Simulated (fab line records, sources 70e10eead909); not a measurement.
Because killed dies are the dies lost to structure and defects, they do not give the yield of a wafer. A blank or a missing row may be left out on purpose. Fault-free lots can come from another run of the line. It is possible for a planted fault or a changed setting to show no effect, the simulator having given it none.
fab line records	flow nand-harc
record: lots: 5	wafers: 15	last-day: 29
route steps=1302 shown A_BONDPAD@1208 HYBRID_BOND@1237 THIN_TSV@1244 END@1302
lots that met no fault: taken from a fault-free run of the same line
start-h: the number of hours between the record's first day and the start of the first shown wafer of the lot	wait-h: hours elapsed since this lot's preceding step	" unchanged from the row above	L1.1+2: a single row standing in for several wafers	- value missing, or start not given	* or withheld: withheld	< > ~ a bound
route shown NAME@n: NAME is a module with steps in the file, n the number in the route of the first one	usual: mean and standard deviation over wafers with no fault	same: alike in all rows	chamber/n: place in a boat	sites: the reading at each site	_std_site: standard deviation across them	_edge_site: mean of outer sites minus mean of inner sites	radius-mm: for every site, how far away it sits from the centre of the wafer	mask NAME#n: copy n	behind: tool/chamber where the wafer was last shaped	hold: why the lot was held/for how many hours/how that ended	device: whichever transistor did not switch (one of n, p or np)	end of line: at the end of the route, the tests of the same wafers	a step with no rows: only its recipe	killed: dies lost to structure and defects at the first sort, not the wafer's yield	map: a wafer's dies, marking killed ones x, the rest . and places with no die _
set.NAME: the run value of the setting; set.NAME@STEP: its run value at that earlier step	model.NAME: the simulator's own value behind a step, which no gauge read
a table for each step, a row for each wafer; lots at some steps of the route
services: a tool's chamber out of use, with start hour (start-h, from the record's first day; less than 0 if before it), hours out, and reason
== steps ==
step: NHARC_A_BONDPAD_COAT_33
recipe: temp-c: 200	time-s: 65
step: NHARC_A_BONDPAD_COAT_03
recipe: spin-rpm: 2000	resist-thk-nm: 600
step: NHARC_A_BONDPAD_SOFTBAKE_04
recipe: temp-c: 125	time-s: 70
step: NHARC_A_BONDPAD_EBR_05
step: NHARC_A_BONDPAD_EXPOSE_06
recipe: na: 0.55	dose-mj: 36.99	mask-id: A_BPAD
step: NHARC_A_BONDPAD_PEB_07
recipe: peb-temp-c: 128	peb-time-s: 80
step: NHARC_A_BONDPAD_DEVELOP_08
recipe: time-s: 50	dev-temp-c: 22
step: NHARC_A_BONDPAD_CD_MEAS_09
recipe: target-cd-nm: 500	landing-energy-ev: 500
usual: cd-nm: 500.8/1.8
lot.wafer	tool	chamber	start-h	wait-h	cd-nm
L701.2	cd-sem-02	0	560.28	-	501.9
L701.3	"	0	"	"	501.9
L701.6	"	0	"	"	503.0
L704.1	cd-sem-03	0	603.77	-	503.7
L704.2	"	0	"	"	499.6
L704.5	"	0	"	"	503.4
L708.3	cd-sem-03	0	637.26	-	500.5
L708.4	"	0	"	"	499.7
L708.6	"	0	"	"	502.3
L710.2	cd-sem-03	0	646.07	-	497.5
L710.3	"	0	"	"	497.3
L710.5	"	0	"	"	498.5
L712.1	cd-sem-02	0	673.36	-	501.8
L712.2	"	0	"	"	502.1
L712.3	"	0	"	"	501.3
step: NHARC_A_BONDPAD_OVL_MEAS_35
usual: overlay-x-nm: 1/6.4	overlay-y-nm: -1/6
lot.wafer	tool	chamber	start-h	wait-h	overlay-x-nm	overlay-y-nm
L701.2	overlay-01	-	560.37	-	10	-3
L701.3	"	-	"	"	10	-3
L701.6	"	-	"	"	11	-2
L704.1	overlay-02	-	603.85	-	5	-9
L704.2	"	-	"	"	5	-9
L704.5	"	-	"	"	5	-9
L708.3	overlay-02	-	637.35	-	-6	4
L708.4	"	-	"	"	-7	4
L708.6	"	-	"	"	-6	4
L710.2	overlay-01	-	646.15	-	7	-4
L710.3	"	-	"	"	7	-4
L710.5	"	-	"	"	8	-4
L712.1	overlay-02	-	673.45	-	5	-5
L712.2	"	-	"	"	5	-5
L712.3	"	-	"	"	5	-5
step: NHARC_A_BONDPAD_HARDBAKE_10
recipe: temp-c: 118	time-s: 65
step: NHARC_A_BONDPAD_DESCUM_11
recipe: time-s: 3	o2-flow-sccm: 200	ar-flow-sccm: 0	bias-power-w: 0	chemistry: O2
step: NHARC_A_BONDPAD_ETCH_34
recipe: target-depth-a: 600	overetch-a: 180	time-s: 65.91	ion-energy-ev: 200	n2-flow-sccm: 150	h2-flow-sccm: 150	ar-flow-sccm: 0	rf-w: 400	bias-w: 150	chemistry: N2/H2
usual: chamber-pressure-mTorr: 30.000/0.027	drypump-motor-current-A: 5.6/0.44	h2-flow-sccm: 150.0/0.42	oes-product-au: 1.001/0.01	rf-vpp-V: 429.8/1.8	showerhead-plenum-p-Torr: 2.01/0.056	throttle-valve-pct: 14.171/0.0091
lot.wafer	tool	chamber	start-h	wait-h	chamber-pressure-mTorr	drypump-motor-current-A	h2-flow-sccm	oes-product-au	rf-hours-counter-h	rf-vpp-V	showerhead-plenum-p-Torr	throttle-valve-pct
L701.2	rie-diel-06	2	560.58	0.1	30.009	5.9	150.1	1.005	2	428.4	1.96	14.161
L701.3	"	1	"	"	29.989	5.2	149.8	1.000	2	431.1	2.01	14.184
L701.6	"	2	"	"	30.048	5.8	149.7	0.991	-	428.9	1.96	14.163
L704.2	rie-diel-07	2	604.07	0.1	29.985	5.2	151.0	1.000	41	427.7	1.94	14.168
L704.1	"	3	"	"	30.019	5.4	149.6	0.988	41	433.7	2.16	14.194
L704.5	"	1	"	"	30.041	5.9	150.4	1.001	-	434.1	2.17	14.180
L708.3	rie-diel-06	2	637.56	0.1	30.009	5.8	149.5	0.998	5	427.9	1.96	14.193
L708.4	"	0	"	"	30.020	6.0	150.7	1.003	5	431.4	2.06	14.169
L708.6	"	2	"	"	30.016	5.8	149.8	1.008	-	428.1	1.96	14.173
L710.3	rie-diel-06	3	646.38	0.1	29.972	5.1	149.8	1.027	5	429.9	1.99	14.169
L710.2	"	2	"	"	29.962	5.8	149.4	1.005	5	429.5	1.96	14.158
L710.5	"	3	"	"	29.975	5.1	149.8	1.017	-	429.5	1.99	14.160
L712.1	rie-diel-06	3	673.66	0.1	30.054	5.1	150.9	0.999	0	431.3	1.99	14.170
L712.3	"	0	"	"	29.992	6.0	150.1	0.993	0	430.9	2.06	14.177
L712.2	"	1	"	"	30.025	5.2	150.3	0.992	0	428.0	2.01	14.161
step: NHARC_A_BONDPAD_ETCH_12
recipe: target-depth-a: 2200	time-s: 110	chf3-flow-sccm: 50	o2-flow-sccm: 10	ar-flow-sccm: 200	rf-w: 500	bias-w: 200	chemistry: CHF3/O2
usual: chamber-pressure-mTorr: 25.001/0.027	chf3-flow-sccm: 50.01/0.15	drypump-motor-current-A: 5.6/0.45	oes-product-au: 0.946/0.023	rf-vpp-V: 370.0/1.5	showerhead-plenum-p-Torr: 2.37/0.062	throttle-valve-pct: 20.572/0.0096
lot.wafer	tool	chamber	start-h	wait-h	chamber-pressure-mTorr	chf3-flow-sccm	drypump-motor-current-A	oes-product-au	rf-hours-counter-h	rf-vpp-V	showerhead-plenum-p-Torr	throttle-valve-pct
L701.2	rie-diel-06	1	560.68	-	25.027	49.99	5.2	0.976	2	368.6	2.37	20.581
L701.3	"	3	"	"	25.004	50.07	5.1	0.992	2	370.3	2.35	20.569
L701.6	"	1	"	"	25.003	50.11	5.2	0.979	-	370.1	2.37	20.558
L704.1	rie-diel-07	1	604.15	-	25.052	50.12	5.8	0.942	37	374.1	2.54	20.579
L704.2	"	3	"	"	24.988	50.09	5.4	0.910	41	372.4	2.53	20.555
L704.5	"	2	"	"	24.964	49.77	5.2	0.927	-	368.6	2.29	20.578
L708.4	rie-diel-06	3	637.65	-	24.994	49.83	5.1	0.943	5	368.7	2.35	20.581
L708.3	"	2	"	"	24.984	49.97	5.8	0.941	5	368.2	2.32	20.563
L708.6	"	0	"	"	25.007	49.85	6.0	0.923	-	372.2	2.43	20.576
L710.3	rie-diel-06	1	646.49	-	24.987	49.97	5.2	0.915	5	368.5	2.37	20.570
L710.2	"	2	"	"	24.997	49.98	5.8	0.934	5	368.5	2.32	20.562
L710.5	"	1	"	"	24.997	50.09	5.2	0.925	-	370.1	2.37	20.570
L712.3	rie-diel-06	1	673.76	-	25.039	50.09	5.2	0.963	0	369.3	2.37	20.580
L712.1	"	2	"	"	24.991	50.02	5.8	0.974	0	366.6	2.32	20.588
L712.2	"	3	"	"	24.995	50.15	5.1	0.970	0	369.2	2.35	20.560
step: NHARC_A_BONDPAD_CD_MEAS_13
usual: cd-nm: 500.1/1.9
lot.wafer	tool	chamber	start-h	wait-h	cd-nm
L701.2	cd-sem-01	-	560.81	-	500.7
L701.3	"	-	"	"	501.3
L701.6	"	-	"	"	501.7
L704.1	cd-sem-02	-	604.29	-	501.0
L704.2	"	-	"	"	499.9
L704.5	"	-	"	"	502.8
L708.3	cd-sem-02	-	637.79	-	499.6
L708.4	"	-	"	"	498.1
L708.6	"	-	"	"	501.4
L710.2	cd-sem-03	-	646.64	-	497.1
L710.3	"	-	"	"	495.7
L710.5	"	-	"	"	497.8
L712.1	cd-sem-03	-	673.89	-	502.1
L712.2	"	-	"	"	502.7
L712.3	"	-	"	"	499.2
step: NHARC_A_BONDPAD_STRIP_15
recipe: o2-flow-sccm: 500	ar-flow-sccm: 0	bias-w: 0	chemistry: O2
step: NHARC_A_BONDPAD_ETCH_24
recipe: target-depth-a: 300	over-etch-frac: 0.3	time-s: 72.99	ion-energy-ev: 150	cf4-flow-sccm: 50	n2-flow-sccm: 100	ar-flow-sccm: 150	rf-w: 300	bias-w: 100	chemistry: CF4/N2
step: NHARC_A_BONDPAD_STRIP_16
recipe: time-s: 600	temp-c: 30	chemistry: post-etch-residue-remover
step: NHARC_A_BONDPAD_DEGAS_25
recipe: temp-c: 300	time-s: 60
step: NHARC_A_BONDPAD_PRE_CLEAN_26
recipe: time-s: 30	temp-c: 280	gas: H2/He
step: NHARC_A_BONDPAD_PVD_17
recipe: target-thk-a: 50	bias-v: 168.6	power-w: 15000	chamber-pressure-pa: 0.12	time-s: 8.06	substrate-temp-c: 50	material: TaN
usual: throttle-valve-pct: 29.7/1.1
lot.wafer	tool	chamber	start-h	wait-h	throttle-valve-pct
L701.2	pvd-sputter-03	-	-	-	30.0
L701.3	"	-	"	"	29.9
L701.6	"	-	"	"	30.0
L704.2	pvd-sputter-03	-	-	-	30.0
L704.1	"	-	"	"	29.6
L704.5	"	-	"	"	30.0
L708.4	pvd-sputter-01	-	-	-	28.6
L708.3	"	-	"	"	29.6
L708.6	"	-	"	"	32.5
L710.2	pvd-sputter-01	-	-	-	30.2
L710.3	"	-	"	"	30.0
L710.5	"	-	"	"	28.8
L712.1	pvd-sputter-02	-	-	-	28.1
L712.2	"	-	"	"	30.8
L712.3	"	-	"	"	29.4
step: NHARC_A_BONDPAD_PVD_27
recipe: target-thk-a: 300	chamber-pressure-pa: 5	power-w: 5000	substrate-temp-c: 30	time-s: 20.49	material: Cu
step: NHARC_A_BONDPAD_ECD_18
recipe: target-thk-a: 4000	bath-temp-c: 25	material: Cu
step: NHARC_A_BONDPAD_ANNEAL_28
recipe: temp-c: 225	time-s: 90
usual: wafer_temp_C_max: 225.9/0.32
lot.wafer	tool	chamber	start-h	wait-h	wafer_temp_C_max
L701.2	rtp-anneal-02	0	562.22	-	226.5
L701.3	"	0	"	"	226.4
L701.6	"	0	"	"	226.1
L704.1	rtp-anneal-01	0	605.64	-	225.9
L704.2	"	0	"	"	225.8
L704.5	"	0	"	"	225.7
L708.3	rtp-anneal-01	0	639.26	0.3	225.3
L708.4	"	0	"	"	225.8
L708.6	"	0	"	"	225.8
L710.2	rtp-anneal-01	0	648.05	-	225.6
L710.3	"	0	"	"	226.1
L710.5	"	0	"	"	225.8
L712.1	rtp-anneal-02	0	675.29	-	226.0
L712.2	"	0	"	"	225.9
L712.3	"	0	"	"	226.1
step: NHARC_A_BONDPAD_CMP_19
recipe: t-overpolish-s: 30	cu-recess-touch-s: 16	target-thk-nm: 169.82
usual: motor-current-A: 12.1/1.2	overpolish-run-s: 30.001/0.0094
lot.wafer	tool	chamber	start-h	wait-h	motor-current-A	overpolish-run-s
L701.3	cmp-03	1	562.51	-	11.8	30.015
L701.2	"	2	"	"	11.4	29.997
L701.6	"	2	"	"	10.8	30.008
L704.2	cmp-02	1	605.99	-	11.6	30.010
L704.1	"	2	"	"	11.4	29.994
L704.5	"	2	"	"	11.4	30.001
L708.4	cmp-03	3	639.50	-	11.8	29.993
L708.3	"	2	"	"	11.6	30.012
L708.6	"	3	"	"	11.6	29.987
L710.2	cmp-04	3	648.40	-	12.6	30.020
L710.3	"	0	"	"	12.5	30.001
L710.5	"	1	"	"	10.8	29.991
L712.1	cmp-02	1	675.64	-	12.5	30.016
L712.3	"	2	"	"	10.4	30.003
L712.2	"	3	"	"	15.1	29.998
step: NHARC_A_BONDPAD_THK_MEAS_20
recipe: thk-meas-gauge: xrf
usual: thk-nm: 170.0/1.5
lot.wafer	tool	chamber	start-h	wait-h	thk-nm
L701.2	film-metro-01	-	562.84	-	170.1
L701.3	"	-	"	"	171.3
L701.6	"	-	"	"	170.2
L704.1	film-metro-01	-	606.31	-	170.3
L704.2	"	-	"	"	173.0
L704.5	"	-	"	"	170.5
L708.3	film-metro-01	-	639.82	-	170.1
L708.4	"	-	"	"	171.6
L708.6	"	-	"	"	168.9
L710.2	film-metro-01	-	648.67	-	167.4
L710.3	"	-	"	"	170.2
L710.5	"	-	"	"	168.9
L712.1	film-metro-02	-	675.96	-	171.5
L712.2	"	-	"	"	169.0
L712.3	"	-	"	"	168.0
step: NHARC_A_BONDPAD_SRD_21
recipe: time-s: 30	temp-c: 23	dry-time-s: 20	spin-rpm: 1500
step: NHARC_HYBRID_BOND_ACTIVATE_00
recipe: time-s: 60	n2-flow-sccm: 200	ar-flow-sccm: 0	bias-power-w: 0	chemistry: N2
step: NHARC_HYBRID_BOND_PRECLEAN_01
recipe: time-s: 300	temp-c: 23	chemistry: DIW
step: NHARC_HYBRID_BOND_SRD_02
recipe: time-s: 30	temp-c: 23	dry-time-s: 20	spin-rpm: 1500
step: NHARC_HYBRID_BOND_BOND_03
recipe: temp-c: 25
step: NHARC_HYBRID_BOND_ANNEAL_04
recipe: temp-c: 300	time-s: 7200	ramp-up-c-per-min: 5	ramp-down-c-per-min: 3	idle-temp-c: 100	pressure-atm: 1
step: NHARC_HYBRID_BOND_OVL_MEAS_05
usual: overlay-x-nm: 3/34	overlay-y-nm: -3/31
lot.wafer	tool	chamber	start-h	wait-h	overlay-x-nm	overlay-y-nm
L701.2	overlay-02	-	572.55	0.4	3	-39
L701.3	"	-	"	"	12	10
L701.6	"	-	"	"	-21	-77
L704.1	overlay-01	-	619.48	0.4	41	-24
L704.2	"	-	"	"	2	4
L704.5	"	-	"	"	-72	15
L708.3	overlay-01	-	649.61	0.4	-9	42
L708.4	"	-	"	"	-1	54
L708.6	"	-	"	"	67	16
L710.2	overlay-02	-	657.47	0.4	-27	-14
L710.3	"	-	"	"	13	-27
L710.5	"	-	"	"	17	8
L712.1	overlay-01	-	685.85	0.4	-7	-22
L712.2	"	-	"	"	7	-13
L712.3	"	-	"	"	64	46
step: NHARC_THIN_TSV_GRIND_00
recipe: target-thk-um: 6
step: NHARC_THIN_TSV_CMP_01
recipe: target-thk-um: 3
usual: motor-current-A: 12.2/1.1
lot.wafer	tool	chamber	start-h	wait-h	motor-current-A
L701.3	cmp-02	3	574.00	0.7	15.0
L701.2	"	0	"	"	11.9
L701.6	"	3	"	"	14.8
L704.1	cmp-04	0	620.95	1.1	12.2
L704.2	"	2	"	"	11.0
L704.5	"	3	"	"	13.2
L708.3	cmp-01	3	651.08	0.7	12.1
L708.4	"	0	"	"	12.2
L708.6	"	2	"	"	11.9
L710.3	cmp-01	0	662.02	0.6	11.9
L710.2	"	2	"	"	12.2
L710.5	"	1	"	"	12.4
L712.2	cmp-04	0	687.28	0.8	12.5
L712.3	"	2	"	"	11.5
L712.1	"	3	"	"	13.0
step: NHARC_THIN_TSV_THK_MEAS_02
recipe: thk-meas-gauge: ir
usual: thk-nm: 3033/200
lot.wafer	tool	chamber	start-h	wait-h	thk-nm
L701.2	film-metro-02	-	574.24	-	3072
L701.3	"	-	"	"	3189
L701.6	"	-	"	"	3128
L704.1	film-metro-02	-	621.19	-	3140
L704.2	"	-	"	"	2960
L704.5	"	-	"	"	3447
L708.3	film-metro-01	-	651.29	-	2809
L708.4	"	-	"	"	2426
L708.6	"	-	"	"	2690
L710.2	film-metro-02	-	662.28	0.2	2905
L710.3	"	-	"	"	3196
L710.5	"	-	"	"	3162
L712.1	film-metro-02	-	687.54	-	3006
L712.2	"	-	"	"	3278
L712.3	"	-	"	"	2932
step: NHARC_THIN_TSV_SRD_03
step: NHARC_THIN_TSV_PRECLEAN_41
recipe: time-s: *	temp-c: 50	bath-age-min: 0	chemistry: SC1
step: NHARC_THIN_TSV_SRD_42
step: NHARC_END_SORT_01
recipe: temp-c: 25
usual: defect-limited-yield: 91/3.1	killed-at-array: 57/20	killed-at-other: 1.0/1.5	killed-at-periphery: 3.5/2.5	killed-dies: 62/21	killed-open: 3.5/1.9	killed-short: 2.4/1.6
same: gross-dies: 677
lot.wafer	tool	chamber	start-h	wait-h	defect-limited-yield[%]	killed-at-array	killed-at-other	killed-at-periphery	killed-dies	killed-open	killed-short
L701.2	prober-02	0	591.04	2.8	89	70	1	3	74	3	1
L701.3	prober-02	0	591.84	3.1	87	83	1	4	88	4	3
L701.6	prober-02	0	594.25	4.0	87	77	0	8	85	2	3
L708.3	prober-01	0	668.69	3.1	92	50	2	2	54	4	4
L708.4	prober-01	0	669.49	3.4	93	46	0	2	48	1	5
L708.6	prober-01	0	671.10	4.0	94	41	0	1	42	4	1
L710.2	prober-01	0	680.81	2.8	96	26	0	3	29	4	0
L710.3	prober-01	0	681.60	3.1	96	27	2	1	30	4	2
L710.5	prober-01	0	683.19	3.7	96	22	0	2	24	6	2
L712.1	prober-02	0	703.80	2.5	83	112	1	4	117	4	1
L712.2	prober-02	0	704.61	2.8	77	149	2	3	154	6	2
L712.3	prober-02	0	705.41	3.1	80	130	1	3	134	2	4
killed by level:class
L701.2 A_CHANNEL_HOLE_D2:chamber-film-flake=32 A_SLIT:chamber-film-flake=24 P_CONTACT:chamber-film-flake=3 A_CONTACT:chamber-film-flake=3 A_CHANNEL_FILL_D2:chamber-film-flake=2 A_CHANNEL_FILL_D1:geometric-particle:short=1 A_CHANNEL_FILL_D1:geometric-particle:open=1 A_DECK1_JOINT:geometric-particle:open=1
L701.3 A_SLIT:chamber-film-flake=32 A_CHANNEL_HOLE_D2:chamber-film-flake=32 A_STAIRCASE:chamber-film-flake=6 P_CONTACT:chamber-film-flake=3 A_CHANNEL_FILL_D2:chamber-film-flake=3 A_CHANNEL_FILL_D1:chamber-film-flake=2 A_CONTACT:chamber-film-flake=2 P_CONTACT:geometric-particle:open=1
L701.6 A_SLIT:chamber-film-flake=31 A_CHANNEL_HOLE_D2:chamber-film-flake=29 P_CONTACT:chamber-film-flake=5 A_DECK1_JOINT:chamber-film-flake=3 A_CHANNEL_FILL_D2:chamber-film-flake=3 A_STAIRCASE:chamber-film-flake=3 A_CHANNEL_FILL_D2:geometric-particle:open=2 A_CONTACT:chamber-film-flake=2
L708.3 A_SLIT:chamber-film-flake=30 A_CHANNEL_HOLE_D1:chamber-film-flake=4 A_CHANNEL_FILL_D1:geometric-particle:open=2 A_WL_FILL:geometric-particle:short=2 A_CHANNEL_HOLE_D2:chamber-film-flake=2 A_STAIRCASE:chamber-film-flake=2 THIN_TSV:chamber-film-flake=2 A_WL_FILL:chamber-film-flake=2
L708.4 A_SLIT:chamber-film-flake=32 A_CHANNEL_HOLE_D1:chamber-film-flake=3 A_STAIRCASE:chamber-film-flake=3 P_M0:geometric-particle:short=1 A_ONON_D1:geometric-particle:short=1 A_ONON_D2:geometric-particle:short=1 A_CHANNEL_FILL_D2:geometric-particle:short=1 A_SGD_CUT:geometric-particle:short=1
L708.6 A_SLIT:chamber-film-flake=32 P_M0:geometric-particle:open=1 A_DECK1_JOINT:geometric-particle:open=1 A_CHANNEL_FILL_D2:geometric-particle:open=1 A_WL_FILL:geometric-particle:open=1 A_CONTACT:geometric-particle:short=1 A_CHANNEL_HOLE_D2:chamber-film-flake=1 A_STAIRCASE:chamber-film-flake=1
L710.2 A_CHANNEL_HOLE_D1:chamber-film-flake=7 A_CONTACT:chamber-film-flake=6 A_STAIRCASE:chamber-film-flake=4 A_CHANNEL_HOLE_D2:chamber-film-flake=2 A_SLIT:chamber-film-flake=2 P_GATE:geometric-particle:open=1 A_ONON_D1:geometric-particle:open=1 A_M0:geometric-particle:open=1
L710.3 A_CHANNEL_HOLE_D1:chamber-film-flake=6 A_WL_FILL:chamber-film-flake=4 A_CHANNEL_FILL_D1:chamber-film-flake=3 A_STAIRCASE:chamber-film-flake=3 A_CHANNEL_HOLE_D2:chamber-film-flake=2 A_SLIT:chamber-film-flake=2 A_CONTACT:chamber-film-flake=2 THIN_TSV:chamber-film-flake=2
L710.5 A_CHANNEL_HOLE_D1:chamber-film-flake=7 A_STAIRCASE:chamber-film-flake=4 A_CHANNEL_HOLE_D2:chamber-film-flake=2 P_GATE:geometric-particle:open=1 P_M1:geometric-particle:open=1 A_ONON_D1:geometric-particle:open=1 A_ONON_D1:geometric-particle:short=1 A_DECK1_JOINT:geometric-particle:short=1
L712.1 A_BONDPAD:unspecified=46 A_SLIT:chamber-film-flake=32 A_CHANNEL_HOLE_D2:chamber-film-flake=19 A_CHANNEL_HOLE_D1:chamber-film-flake=6 A_CONTACT:chamber-film-flake=4 P_GATE:chamber-film-flake=2 P_CONTACT:geometric-particle:open=1 P_M2:geometric-particle:open=1
L712.2 A_BONDPAD:unspecified=76 A_SLIT:chamber-film-flake=37 A_CHANNEL_HOLE_D2:chamber-film-flake=12 A_CHANNEL_HOLE_D1:chamber-film-flake=8 A_CONTACT:chamber-film-flake=5 A_WL_FILL:geometric-particle:short=2 THIN_TSV:chamber-film-flake=2 P_M0:geometric-particle:open=1
L712.3 A_BONDPAD:unspecified=64 A_SLIT:chamber-film-flake=25 A_CHANNEL_HOLE_D2:chamber-film-flake=15 A_CHANNEL_HOLE_D1:chamber-film-flake=7 A_CONTACT:chamber-film-flake=6 A_STAIRCASE:chamber-film-flake=4 A_BONDPAD:chamber-film-flake=3 A_CHANNEL_FILL_D2:chamber-film-flake=2
map L712.2 (x killed, . not)
____________x____________
_________.xxxxxx_________
_______.....xxxxxx_______
______x....xxxxxxx.______
_____x....xxxxxxx.x._____
____.......xxxxxxxx..____
____......xxxxxxxxx..____
___.........xxxxxxx...___
___..x.....xxxxxxxxx..___
__..........xxxxxx.....__
__..........xxxxx.x....__
_..............x.x......_
_............x.........._
_............x......x..._
_......................._
_...................x..._
.........x...............
.........................
.x..........xx...........
.xxxxx.....x.............
x...xx...................
_..x.........xx........._
_x...xx...xxx........xx._
_xxxxxxx...xx.x......x.._
_xxxxxx....xxxx........._
_x.xx.x..x...x.x..x....._
__xxxxx...xxx........x.__
__xxxx...x.............__
___........x..........___
___......x............___
____.................____
____................x____
_____..............._____
______.............______
_______..x........_______
_________......x_________
____________.____________
map L701.3 (x killed, . not)
____________.____________
_________......._________
_______..........._______
______.x......x....______
_____........x......_____
____.................____
____.............x...____
___...........x.x.....___
___...........x.x.x...___
__..............xx.....__
__.........x..xxxxxxx..__
_.............xxxxx....._
_..............xxxx....._
_...x..........xx.xx...._
_.............x..xx....._
_...............x.x....._
.........................
........x.....x..x.......
............x.....x......
...........x.............
...........x.............
_.....x.x.x.......x....._
_..x....x..xxxx.x......._
_.........xx.xxx........_
_......x.x.xxx.........._
_....x.x..x.xxxxx......._
__x........xxx.........__
__.......x.xx..........__
___..x......x.........___
___...........x.......___
____..x..............____
____.......x..x......____
_____.......x......._____
______.............______
_______..........._______
_________......._________
____________.____________
== services ==
tool	chamber	start-h	hours	kind
cmp-01	-	541.25	0.3	repair
rie-diel-07	1	554.62	4.5	repair
rie-diel-07	0	555.62	7.3	repair
cmp-04	-	561.82	3.1	repair
cmp-03	-	575.73	4.0	pm
pvd-sputter-01	-	582.00	10.0	pm
cmp-01	-	592.90	3.6	repair
cmp-04	-	601.07	4.0	pm
cmp-04	-	608.27	3.5	repair
cmp-01	-	608.94	4.0	pm
pvd-sputter-01	-	622.08	1.7	repair
rie-diel-07	3	624.07	13.7	repair
cmp-02	-	625.95	4.0	pm
cmp-02	-	641.16	1.8	repair
rie-diel-06	0	642.59	29.8	repair
rie-diel-07	-	648.20	9.0	pm
pvd-sputter-03	-	659.93	7.6	repair
rie-diel-06	-	661.20	9.0	pm
pvd-sputter-01	-	662.90	0.6	repair
rie-diel-07	-	671.04	1.6	repair
cmp-01	-	671.49	4.2	repair
cmp-03	-	672.41	3.4	repair
pvd-sputter-01	-	676.09	2.6	repair
cmp-01	-	677.72	4.2	repair
== key ==
first-sign: step: NHARC_END_SORT_01	reading: killed-at-array	direction: up	sigmas: 3.6	usual: 57	struck: 130
effect: step: NHARC_END_SORT_01	reading: defect-limited-yield	direction: down	sigmas: 3.5	usual: 91	struck: 80
more-kills-born-at: NHARC_A_BONDPAD_ETCH_12@rie-diel-06: 185
met-at NHARC_A_BONDPAD_ETCH_12
struck-wafers L712.1,L712.2,L712.3
onset-between 646.49 673.76
also-fits time
fault: kind: chamber-particle-source	tool: rie-diel-06	chamber: -	onset-h: 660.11	steps: NHARC_A_BONDPAD_ETCH_12	rate-per-visit-cm2: 0.56921
